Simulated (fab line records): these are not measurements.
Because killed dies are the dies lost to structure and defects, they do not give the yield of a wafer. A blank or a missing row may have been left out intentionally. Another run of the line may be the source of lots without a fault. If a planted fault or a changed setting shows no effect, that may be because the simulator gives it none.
Comparing a struck lot with a sound one / flow n5 finfet / 15 steps out of a route of 1938
Sound: the wafers L310.1, L310.4, L310.5. Struck: wafers L312.1, L312.2, L312.3. The cause is given at the end.
For every step that has rows: the tool of each side, followed by ch and its chambers, followed by its first start. Under that, the readings that differ: sound wafers / struck wafers / difference of the means / sigmas: that difference in standard deviations of wafers without a fault.
alike: readings whose means differ by less than 2 such deviations, and words and numbers that are the same on both sides. not compared: withheld readings, readings that some wafer has no value for, bounds like >300 that may hide the same value, and numbers for which the record gives no deviation and whose values overlap.
The two part at a step that has a row with sigmas, a row that says differs or no value, or rows on one side only. Non-overlapping numbers with no deviation appear without sigmas and do not part them. A reading missing from all wafers of one side parts the sides only when that side holds two or more wafers.

first, 1 step without rows for these wafers: N5_BEOL_M12_STRIP_69 (strips in N2/H2).
N5_BEOL_M12_TRENCH_ETCH_34: etches SiOC in C4F8/O2/Ar, target depth 318.95 nm, time 125.5 s.
  sound on rie diel-04 ch 1,2, day 13 04:59; struck on rie diel-03 ch 0,1,3, day 14 11:34
  alike: C4F8_flow_sccm, drypump motor current A, he inner torr, oes product au, rf vpp V, showerhead plenum p Torr, throttle valve pct
  not compared: rf hours counter h
then, 1 step without rows for these wafers: N5_BEOL_M12_STRIP_70 (strips in C4F8/O2/Ar).
N5_BEOL_M12_OCD_MEAS_35:
  sound on ocd-02 at day 13 05:08; struck on ocd-01 at day 14 11:44
  alike: trench depth nm
N5_BEOL_M12_STRIP_37: strips in N2/H2.
  sound on plasma asher-01 ch 0,1, day 13 05:10; struck on plasma asher-01 ch 0,1, day 14 11:46
  alike: drypump motor current A, heater power w, oes product au
  not compared: rf hours counter h
then, 4 steps without rows for these wafers: N5_BEOL_M12_ETCH_38 (etches SiCN in CF4/N2, target depth 68.7 nm, time 73.4 s); N5_BEOL_M12_PRECLEAN_39 (cleans in residue remover, time 60 s); N5_BEOL_M12_SRD_40 (time 30 s, dry time 30 s); N5_BEOL_M12_DEGAS_41 (time 60 s).
N5_BEOL_M12_PRE_CLEAN_42: time 30 s.
  sound on pvd sputter-03 at day 13 06:59; struck on pvd sputter-03 at day 14 14:10
  alike: heater power w
N5_BEOL_M12_SPUTTER_43: material TaN, target thk 15 nm, time 24.19 s.
  sound on pvd sputter-03 at day 13 07:02; struck on pvd sputter-03 at day 14 14:13
  alike: cathode dc power W, substrate temp c, throttle valve pct
N5_BEOL_M12_SPUTTER_44: material Ta, target thk 10 nm, time 16.13 s.
  sound on pvd sputter-03 at day 13 07:07; struck on pvd sputter-03 at day 14 14:17
  alike: cathode dc power W, substrate temp c, throttle valve pct
N5_BEOL_M12_SPUTTER_45: material Cu, target thk 80 nm, time 13.33 s.
  sound on pvd sputter-03 at day 13 07:11; struck on pvd sputter-03 at day 14 14:22
reading=cathode dc power W (W); sound=26005 25997 26004; struck=29967 29965 29966; difference=+3964; sigmas=+99 or more
  alike: substrate temp c, throttle valve pct
then, 1 step without rows for these wafers: N5_BEOL_M12_ECD_47 (material Cu, target thk 720 nm).
N5_PASSIVATION_PROBE_49:
  the record has rows for the sound wafers here (prober-01, day 14 13:38) and none for the struck ones

WHERE THEY PART
Earliest at N5_BEOL_M12_SPUTTER_45; latest, in this record, at N5_PASSIVATION_PROBE_49.

WHY: what had been put in by the simulator
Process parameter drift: pvd sputter-03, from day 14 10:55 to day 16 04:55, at N5_BEOL_M12_SPUTTER_45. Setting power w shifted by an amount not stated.
